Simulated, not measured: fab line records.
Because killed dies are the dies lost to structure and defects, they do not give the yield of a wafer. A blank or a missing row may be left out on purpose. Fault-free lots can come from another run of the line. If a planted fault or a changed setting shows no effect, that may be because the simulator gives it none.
The tool behind it: which one? ; flow n5 finfet ; 6 lots (18 wafers sampled), 1 step of a 1938-step route

## WHAT EACH GAUGE READ, for each wafer
N5_SPACER0_INSPECT_04: inspects for defects (darkfield).
lot;measured;on;raw defect count
L560;day 3 05:46;defect inspect-01;131 76 109
L562;day 3 17:27;defect inspect-02;152 205 142
L568;day 5 08:17;defect inspect-01;114 139 129
L570;day 5 17:25;defect inspect-01;116 111 127
L575;day 7 00:53;defect inspect-01;134 184 145
L581;day 8 14:54;defect inspect-01;158 160 128

## WHAT TOOL EACH LOT RAN ON (gives the tool, then ch and the chambers of the sampled wafers, and finally the start)
Before these readings, the record contains no process step.

## THE ANSWER, worked out from the rows above alone
Rule: usual is defined by the lots themselves. The widest of any qualifying gaps counts: lots, ordered by their means at a reading, are off when they make up no more than a third of the lots, leave a main group of 4 or more, and stand apart from it by 3 or more times the standard deviation of that group's means. A main group is skipped when, at the precision printed for the reading in the tables above, its means are all equal. A lot without any number at a reading at which 4 lots or more have one is off too. Where the step has rows for the other lots, those lots are counted as sound.
Nothing can be told from this: no lot is off at any reading shown.

## WHAT THE SIMULATOR PUT IN
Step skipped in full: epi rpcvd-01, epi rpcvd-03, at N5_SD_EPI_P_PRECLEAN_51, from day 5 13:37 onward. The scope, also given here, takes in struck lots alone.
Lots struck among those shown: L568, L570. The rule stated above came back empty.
